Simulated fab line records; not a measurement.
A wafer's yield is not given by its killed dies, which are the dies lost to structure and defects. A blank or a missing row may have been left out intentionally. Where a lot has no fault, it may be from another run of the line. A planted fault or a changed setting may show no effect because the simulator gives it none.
Split-lot experiment | flow n5_finfet | 21 wafers read across 7 lots, on a route 1938 steps long

## THE SPLIT ITSELF
At N5_BEOL_M7_ETCH_41 (etches SiCN in CH3F/O2, target depth 31.9 nm, time 57.8 s), the setting source_w was moved away from the recipe's 395 W on 6 of the 21 wafers read, by -14.3% to +8.8%. The other wafers ran this setting at the recipe's value.

The reading is taken at the split's own step.

## THE READING
rf_vpp_V, in V, at N5_BEOL_M7_ETCH_41 (etches SiCN in CH3F/O2, target depth 31.9 nm, time 57.8 s). On this fab line, fault-free wafers typically give 297.5 V with a standard deviation of 1.4 V.

wafer  | tool, chamber at the split | source_w as run, W | against the recipe | rf_vpp_V, V | against lot-mates on the recipe
L075.1 | rie_diel-05, 3             | 395                | recipe             | 299.2       | -
L075.3 | rie_diel-05, 0             | 369.1              | -6.6%              | 301.0       | +1.8
L075.4 | rie_diel-05, 1             | 369.1              | -6.6%              | 306.4       | +7.2
L079.1 | rie_diel-05, 0             | 340.5              | -13.8%             | 310.3       | +15.3
L079.2 | rie_diel-05, 3             | 340.5              | -13.8%             | 313.4       | +18.4
L079.5 | rie_diel-05, 0             | 395                | recipe             | 295.0       | -
L082.1 | rie_diel-05, 2             | 429.6              | +8.8%              | 290.7       | -6.4
L082.3 | rie_diel-05, 1             | 395                | recipe             | 296.6       | -
L082.5 | rie_diel-05, 2             | 395                | recipe             | 297.6       | -
L083.1 | rie_diel-01, 3             | 395                | recipe             | 297.3       | -
L083.2 | rie_diel-01, 0             | 395                | recipe             | 296.9       | -
L083.4 | rie_diel-01, 1             | 395                | recipe             | 298.5       | -
L087.1 | rie_diel-06, 2             | 395                | recipe             | 299.6       | -
L087.4 | rie_diel-06, 1             | 395                | recipe             | 296.9       | -
L087.6 | rie_diel-06, 2             | 338.4              | -14.3%             | 316.5       | +18.2
L096.1 | rie_diel-01, 0             | 395                | recipe             | 297.9       | -
L096.5 | rie_diel-01, 3             | 395                | recipe             | 296.4       | -
L096.6 | rie_diel-01, 0             | 395                | recipe             | 297.2       | -
L097.1 | rie_diel-05, 2             | 395                | recipe             | 298.5       | -
L097.5 | rie_diel-05, 0             | 395                | recipe             | 296.5       | -
L097.6 | rie_diel-05, 1             | 395                | recipe             | 298.2       | -

FIT RESULTS
A straight line over all 21 wafers: rf_vpp_V changes by -1.07 V for each +1% of source_w; r = -0.96; the points scatter about the line by 1.8 V.
The same after taking each lot's own level away (the mean of its wafers on the recipe; 21 wafers): -1.12 V for each +1%; r = -0.96; scatter 1.8 V.
That fit puts the effect of the largest move of source_w on the reading at 16 V.
Measured against the standard deviation above, the lots' own levels, which go from 295.00 to 299.20 V, span 3.0 times it.
Consequently the slope shifts little with the lot-to-lot level, the two slopes agreeing.
Check: for one of the wafers moved furthest among these (-14.3%), held out of the fit, the line's prediction against its lot-mates is +15.3 V. Against them it came out at +18.2 V.
Tool readings at the split's step, against how far the setting was moved: rf_vpp_V r = -0.96.

## OTHER SPLITS APPLIED TO THESE WAFERS
Before the reading, these wafers also passed through other splits. Each is held against what the fit with the lots' levels taken away leaves over:
other split on the same wafers     | wafers away from the commonest value | r with rf_vpp_V (lot level and that fit taken away)
N5_BEOL_M6_ALD_77 ald_cycles       | 5                                    | +0.54
N5_BEOL_M7_TRENCH_ETCH_37 source_w | 11                                   | +0.12

## FILE'S OWN FIT
rf_vpp_V changes by -1.12 V for each +1% of source_w, r = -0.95.
